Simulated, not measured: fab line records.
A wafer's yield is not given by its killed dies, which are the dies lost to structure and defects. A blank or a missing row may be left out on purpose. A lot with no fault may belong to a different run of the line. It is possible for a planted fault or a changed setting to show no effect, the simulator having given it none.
fab line records	flow nand_harc
[record] lots = 7	wafers = 20	last_day = 34
route steps=1302 shown P_CONTACT@237
lots untouched by any fault: they come from a run of this same line in which no faults occurred
start_h: the number of hours between the record's first day and the start of the first shown wafer of the lot	wait_h: hours since the lot's step before	" as in the row above	L1.1+2: several wafers, shown together as one row	- no value, or no start given	* or withheld: withheld	< > ~ a bound
route shown NAME@n: NAME is a module with steps in the file, n the number in the route of the first one	usual: mean and standard deviation over wafers with no fault	same: alike in all rows	chamber/n: place in a boat	sites: per-site readings	_std_site: the standard deviation of these	_edge_site: inner sites' mean taken away from outer sites' mean	radius_mm: for every site, how far away it sits from the centre of the wafer	mask NAME#n: copy n	behind: the last tool/chamber to shape the wafer	hold: why the lot was held/for how many hours/how that ended	device: transistor that didn't switch, given as n, p or np	end of line: tests of these same wafers at the route's end	where a step has no rows: the recipe by itself	killed: not the wafer's yield, but the dies lost to structure and defects at the first sort	map: a wafer's dies, marking killed ones x, the rest . and places with no die _
set.NAME: the setting that was run; set.NAME@STEP: the one run at that earlier step	model.NAME: the simulator's own value behind a step, which no gauge read
certain route steps with their lots: each step a table, each wafer a row
services: a tool's chamber out of use, with start hour (start_h, from the record's first day; less than 0 if before it), hours out, and reason
[[steps]]
[step NHARC_P_CONTACT_ETCH_36]
[recipe] target_depth_a = 2600	over_etch_frac = 0.25	time_s = 406.25	ion_energy_ev = 200	n2_flow_sccm = 150	h2_flow_sccm = 150	ar_flow_sccm = 0	rf_w = 400	bias_w = 150	chemistry = N2/H2
[step NHARC_P_CONTACT_ETCH_18]
[recipe] target_depth_a = 4810	time_s = 240.5	c4f8_flow_sccm = 20	o2_flow_sccm = 10	ar_flow_sccm = withheld	rf_w = 600	bias_w = 1500	chemistry = C4F8/O2/Ar
[usual] bias_w = 1500/4.2	chamber_pressure_mTorr = 25.001/0.022	oes_product_au = 0.962/0.013	rf_vpp_V = 982/3.1
lot.wafer	tool	chamber	start_h	wait_h	bias_w	chamber_pressure_mTorr	oes_product_au	rf_hours_counter_h	rf_vpp_V
L863.1	rie_diel-08	2	-	-	1502	25.023	0.966	2.7	980
L863.5	"	2	"	"	1498	24.980	0.963	-	981
L863.6	"	1	"	"	1493	24.978	0.964	-	987
L873.2	rie_diel-08	1	-	-	1503	24.999	0.943	1.4	988
L873.1	"	2	"	"	1500	25.025	0.940	1.3	981
L873.4	"	1	"	"	1498	25.024	0.959	-	985
L874.2	rie_diel-10	3	-	-	1501	24.934	0.949	9.9	975
L874.3	"	1	"	"	1497	25.022	0.959	9.6	983
L874.5	"	0	"	"	1499	24.980	0.948	-	980
L876.4	rie_diel-08	2	-	-	1500	25.011	0.978	2.7	978
L876.6	"	2	"	"	1504	25.014	0.965	-	978
L877.1	rie_diel-08	2	-	-	1505	24.976	0.960	3.3	982
L877.5	"	3	"	"	1501	24.962	0.957	-	980
L877.6	"	0	"	"	1499	24.987	0.962	-	980
L884.2	rie_diel-13	2	-	-	1497	25.021	0.960	4.7	982
L884.1	"	3	"	"	1494	25.022	0.974	5.1	983
L884.5	"	3	"	"	1500	24.985	0.973	-	980
L885.3	rie_diel-10	2	-	-	1509	25.010	0.977	4.9	987
L885.2	"	1	"	"	1501	25.018	0.995	4.9	984
L885.5	"	3	"	"	1504	24.971	0.951	-	974
[step NHARC_P_CONTACT_STRIP_37]
[recipe] c4f8_flow_sccm = withheld	o2_flow_sccm = 8	ar_flow_sccm = withheld	bias_w = 0	chemistry = C4F8/O2/Ar
[step NHARC_P_CONTACT_ETCH_31]
[recipe] target_depth_a = 300	time_s = 85.7	ion_energy_ev = 120	over_etch_frac = 1	ch3f_flow_sccm = 50	o2_flow_sccm = 30	ar_flow_sccm = 200	rf_w = 500	bias_w = 100	chemistry = CH3F/O2
[usual] bias_w = 100.0/0.31	ch3f_flow_sccm = 49.99/0.15	chamber_pressure_mTorr = 25.001/0.023	drypump_motor_current_A = 5.9/0.46	oes_product_au = 0.979/0.0097	rf_vpp_V = 245.2/1.1	showerhead_plenum_p_Torr = 2.52/0.057	throttle_valve_pct = 20.664/0.0088
[same] over_etch_frac = 1
lot.wafer	tool	chamber	start_h	wait_h	bias_w	ch3f_flow_sccm	chamber_pressure_mTorr	drypump_motor_current_A	oes_product_au	rf_hours_counter_h	rf_vpp_V	showerhead_plenum_p_Torr	throttle_valve_pct
L863.1	rie_diel-08	2	-	-	99.8	50.00	24.956	5.4	0.980	2.8	244.3	2.49	20.666
L863.5	"	1	"	"	100.1	50.11	24.990	5.9	0.999	-	246.1	2.62	20.661
L863.6	"	2	"	"	99.6	50.03	25.031	5.4	0.973	-	243.9	2.49	20.654
L873.1	rie_diel-08	1	-	-	100.4	50.00	24.938	5.9	0.992	1.5	247.2	2.62	20.656
L873.2	"	2	"	"	99.7	50.26	24.992	5.4	0.963	1.4	244.5	2.49	20.673
L873.4	"	2	"	"	99.3	50.08	25.050	5.4	0.970	-	244.9	2.49	20.657
L874.3	rie_diel-10	1	-	-	100.1	49.76	24.984	6.4	0.990	9.7	244.9	2.56	20.661
L874.2	"	3	"	"	99.9	50.03	24.989	5.1	0.982	10.0	244.3	2.40	20.664
L874.5	"	0	"	"	100.0	49.76	25.000	6.1	0.976	-	244.1	2.47	20.673
L876.4	rie_diel-08	3	-	-	99.8	49.98	25.048	5.5	0.993	1.6	243.4	2.48	20.666
L876.6	"	2	"	"	100.1	50.00	25.014	5.4	0.986	-	245.5	2.49	20.664
L877.1	rie_diel-08	1	-	-	99.9	49.83	25.001	5.9	0.999	3.3	246.1	2.62	20.654
L877.6	"	1	"	"	100.0	49.95	25.007	5.9	0.998	-	247.7	2.62	20.657
L877.5	"	2	"	"	100.0	50.04	24.993	5.4	0.976	-	244.7	2.49	20.670
L884.1	rie_diel-13	3	-	-	100.3	49.88	25.015	6.0	0.986	5.2	244.3	2.53	20.673
L884.2	"	0	"	"	100.2	50.39	24.994	6.5	0.971	4.9	243.2	2.47	20.658
L884.5	"	2	"	"	99.5	49.76	24.965	5.5	0.978	-	244.7	2.53	20.669
L885.2	rie_diel-10	0	-	-	100.2	49.97	25.021	6.1	0.967	4.3	244.4	2.47	20.657
L885.3	"	2	"	"	100.1	50.11	24.989	6.7	0.990	5.0	246.6	2.62	20.679
L885.5	"	1	"	"	99.4	49.85	24.973	6.5	0.990	-	244.9	2.56	20.661
[step NHARC_P_CONTACT_CD_MEAS_19]
[usual] cd_nm = 89.7/1.7
lot.wafer	tool	chamber	start_h	wait_h	cd_nm
L863.1	cd_sem-02	-	134.20	-	89.3
L863.5	"	-	"	"	90.6
L863.6	"	-	"	"	88.2
L873.1	cd_sem-02	-	227.90	-	89.1
L873.2	"	-	"	"	92.2
L873.4	"	-	"	"	88.5
L874.2	cd_sem-03	-	238.56	-	90.7
L874.3	"	-	"	"	87.5
L874.5	"	-	"	"	88.8
L876.4	cd_sem-01	-	269.43	-	90.3
L876.6	"	-	"	"	93.4
L877.1	cd_sem-02	-	282.54	-	88.0
L877.5	"	-	"	"	88.6
L877.6	"	-	"	"	90.2
L884.1	cd_sem-02	-	335.96	-	89.4
L884.2	"	-	"	"	91.6
L884.5	"	-	"	"	89.1
L885.2	cd_sem-01	-	347.49	-	89.4
L885.3	"	-	"	"	90.6
L885.5	"	-	"	"	91.1
[step NHARC_P_CONTACT_STRIP_28]
[recipe] o2_flow_sccm = 500	ar_flow_sccm = 0	bias_w = 0	chemistry = O2
[usual] chamber_pressure_mTorr = 60.00/0.061	drypump_motor_current_A = 5.9/0.52	oes_product_au = 0.998/0.0086	rf_vpp_V = 58.0/0.83	showerhead_plenum_p_Torr = 3.60/0.086	throttle_valve_pct = 17.036/0.0091
[same] bias_w = 0
lot.wafer	tool	chamber	start_h	wait_h	chamber_pressure_mTorr	drypump_motor_current_A	oes_product_au	rf_hours_counter_h	rf_vpp_V	showerhead_plenum_p_Torr	throttle_valve_pct
L863.1	rie_diel-10	2	134.33	0.1	60.02	6.7	0.997	2.5	58.0	3.76	17.038
L863.6	"	3	"	"	59.95	5.1	0.982	-	57.8	3.45	17.035
L863.5	"	0	"	"	60.00	6.1	0.993	-	57.2	3.55	17.027
L873.1	rie_diel-10	3	227.98	0.1	59.98	5.1	0.988	8.8	56.5	3.45	17.056
L873.2	"	0	"	"	60.01	6.1	0.981	8.9	58.6	3.55	17.038
L873.4	"	3	"	"	59.96	5.1	0.992	-	57.7	3.45	17.040
L874.2	rie_diel-08	3	238.64	0.1	59.93	5.5	0.999	1.1	58.5	3.56	17.029
L874.3	"	0	"	"	60.03	6.6	0.982	1.7	58.3	3.58	17.039
L874.5	"	0	"	"	60.01	6.6	0.990	-	56.4	3.58	17.024
L876.4	rie_diel-13	3	269.54	0.1	59.93	6.1	0.993	2.3	58.6	3.62	17.024
L876.6	"	0	"	"	60.10	6.5	0.997	-	56.2	3.55	17.047
L877.1	rie_diel-10	3	282.65	0.1	59.99	5.1	0.994	0.5	58.0	3.44	17.025
L877.6	"	1	"	"	60.00	6.4	1.000	-	57.2	3.67	17.045
L877.5	"	2	"	"	60.04	6.7	1.013	-	59.0	3.75	17.038
L884.1	rie_diel-10	2	336.03	0.1	59.86	6.7	1.012	4.4	58.8	3.75	17.053
L884.2	"	1	"	"	60.04	6.5	1.015	4.5	59.7	3.67	17.017
L884.5	"	3	"	"	60.13	5.1	0.983	-	60.0	3.44	17.044
L885.3	rie_diel-08	3	347.56	0.1	59.98	5.5	0.991	4.3	58.0	3.55	17.049
L885.2	"	1	"	"	60.13	5.9	1.015	5.3	58.7	3.75	17.030
L885.5	"	3	"	"	60.04	5.6	0.991	-	57.2	3.55	17.031
[step NHARC_P_CONTACT_STRIP_29]
[recipe] time_s = 1200	temp_c = 72.5	chemistry = post_etch_residue_remover
[step NHARC_P_CONTACT_DEGAS_38]
[recipe] temp_c = 300	time_s = 60
[step NHARC_P_CONTACT_PRE_CLEAN_39]
[recipe] time_s = 19.5	bias_v = 250	gas = Ar
[step NHARC_P_CONTACT_PVD_32]
[recipe] target_thk_a = 50	chamber_pressure_pa = 5	power_w = 5000	substrate_temp_c = 200	time_s = 17.7	material = Ti
[step NHARC_P_CONTACT_ALD_22]
[recipe] target_thk_a = 30	pulse_time_s = 1	ald_cycles = 150	temp_c = 450	material = TiN
[usual] heater_power_w = 1110/120	precursor_pulse_height_rel = 0.999/0.018
lot.wafer	tool	chamber	start_h	wait_h	heater_power_w	precursor_pulse_height_rel
L863.1	ald_metal-01	3	135.16	-	1027	0.997
L863.6	"	1	"	"	1033	0.992
L863.5	"	2	"	"	960	1.002
L873.1	ald_metal-04	3	228.97	-	1167	1.004
L873.2	"	0	"	"	1267	1.016
L873.4	"	3	"	"	1166	1.002
L874.2	ald_metal-01	3	239.51	-	959	0.965
L874.3	"	0	"	"	1135	0.964
L874.5	"	0	"	"	1137	0.989
L876.4	ald_metal-04	1	270.42	-	1188	1.016
L876.6	"	0	"	"	1213	0.989
L877.1	ald_metal-01	0	283.57	-	1151	1.020
L877.6	"	1	"	"	1097	0.965
L877.5	"	3	"	"	976	0.992
L884.2	ald_metal-04	2	336.91	-	1006	0.984
L884.1	"	0	"	"	1203	0.969
L884.5	"	2	"	"	1006	0.994
L885.3	ald_metal-04	0	348.44	-	1225	0.979
L885.2	"	1	"	"	1154	1.016
L885.5	"	0	"	"	1236	1.008
[step NHARC_P_CONTACT_CVD_23]
[recipe] target_thk_a = 2000	temp_c = 300	pressure_torr = 40	wf6_flow_sccm = 40	h2_flow_sccm = 1600	ar_flow_sccm = 1560	time_s = 557	material = W
[usual] heater_power_w = 435/36	mfc_h2_sccm = 1599/5	throttle_valve_pct = 8.2/0.31
lot.wafer	tool	chamber	start_h	wait_h	heater_power_w	mfc_h2_sccm	throttle_valve_pct
L863.1	cvd_w-01	1	-	-	508	1602	7.9
L863.6	"	1	"	"	505	1603	7.8
L863.5	"	0	"	"	408	1601	8.8
L873.1	cvd_w-02	0	-	-	412	1607	8.3
L873.2	"	1	"	"	447	1602	8.4
L873.4	"	0	"	"	408	1601	7.9
L874.2	cvd_w-02	1	-	-	450	1601	8.2
L874.3	"	1	"	"	457	1603	8.2
L874.5	"	1	"	"	448	1595	8.3
L876.4	cvd_w-01	1	-	-	478	1604	7.7
L876.6	"	1	"	"	465	1602	7.8
L877.1	cvd_w-02	1	-	-	426	1586	8.2
L877.5	"	1	"	"	439	1595	8.1
L877.6	"	0	"	"	419	1591	7.7
L884.1	cvd_w-02	1	-	-	441	1600	8.0
L884.2	"	0	"	"	415	1596	7.9
L884.5	"	0	"	"	422	1593	7.7
L885.2	cvd_w-02	0	-	-	421	1603	8.0
L885.3	"	1	"	"	445	1597	8.3
L885.5	"	0	"	"	425	1599	8.0
[step NHARC_P_CONTACT_CMP_24]
[recipe] t_overpolish_s = 30	target_thk_nm = 200
[usual] motor_current_A = 11.7/1.1	overpolish_run_s = 30.000/0.009	time_to_endpoint_s = 38.4/2.1
lot.wafer	tool	chamber	start_h	wait_h	motor_current_A	overpolish_run_s	time_to_endpoint_s
L863.1	cmp-04	3	136.11	0.6	12.5	30.005	40.7
L863.6	"	0	"	"	11.6	29.998	38.5
L863.5	"	1	"	"	10.9	29.998	40.8
L873.2	cmp-02	1	229.84	0.5	11.2	30.019	39.2
L873.1	"	2	"	"	10.7	30.011	39.6
L873.4	"	0	"	"	12.9	30.004	35.8
L874.2	cmp-04	3	240.39	0.6	11.5	30.000	21.9
L874.3	"	1	"	"	10.0	30.003	38.1
L874.5	"	3	"	"	11.3	30.008	35.4
L876.4	cmp-04	3	271.23	0.4	11.4	29.977	35.3
L876.6	"	0	"	"	11.4	30.020	15.8
L877.1	cmp-04	0	284.41	0.6	11.7	30.006	38.9
L877.5	"	0	"	"	11.1	30.013	42.0
L877.6	"	1	"	"	10.2	30.003	19.9
L884.1	cmp-04	1	337.75	0.6	10.6	29.996	42.2
L884.2	"	2	"	"	13.1	30.016	41.7
L884.5	"	2	"	"	13.3	29.998	38.7
L885.2	cmp-03	2	349.29	0.5	11.1	30.016	40.8
L885.3	"	3	"	"	12.1	29.989	37.7
L885.5	"	3	"	"	12.1	30.008	37.9
[[services]]
tool	chamber	start_h	hours	kind
cmp-04	-	111.00	4.0	pm
rie_diel-08	3	111.71	4.1	repair
cvd_w-02	0	116.56	8.5	repair
ald_metal-04	-	118.00	10.0	pm
ald_metal-04	0	128.19	8.2	repair
rie_diel-08	0	129.75	7.4	repair
cvd_w-02	-	132.83	0.7	repair
rie_diel-10	-	157.75	1.0	repair
cvd_w-02	-	186.16	0.9	repair
rie_diel-08	-	190.80	9.0	pm
rie_diel-08	0	201.78	3.5	repair
cmp-04	-	209.00	4.0	pm
rie_diel-08	-	210.47	1.5	repair
rie_diel-10	2	221.95	30.9	repair
rie_diel-08	3	223.95	6.8	repair
rie_diel-10	-	242.50	9.0	pm
rie_diel-10	3	261.94	11.0	repair
rie_diel-08	1	263.95	4.3	repair
cvd_w-02	-	269.00	13.0	pm
cmp-04	-	307.00	4.0	pm
cvd_w-02	0	320.55	11.8	repair
cvd_w-02	1	320.94	4.9	repair
cmp-04	-	332.65	0.8	repair
cmp-04	-	336.34	0.7	repair
[[key]]
[first_sign] step = NHARC_P_CONTACT_CMP_24	reading = time_to_endpoint_s	direction = down	sigmas = 9	usual = *	struck = *
effect none on later readings
met_at NHARC_P_CONTACT_CMP_24
struck_wafers L874.2,L876.6,L877.6
tester_left_out L874,L876,L877
onset_between 136.11 240.39
[fault] kind = process_parameter_drift	tool = cmp-04	chamber = -	onset_h = 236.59	steps = NHARC_P_CONTACT_CMP_24	channel = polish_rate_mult	offset = 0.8	shape = step	end_h = 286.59	scope = struck_wafers_only
// tester_left_out: of these lots the tester's yield and bins aren't shown, on N5 and GAA mostly nor the transistor test; their killed dies are dies lost to structure and defects alone, not to doping, threshold or leakage, so they don't give the yield
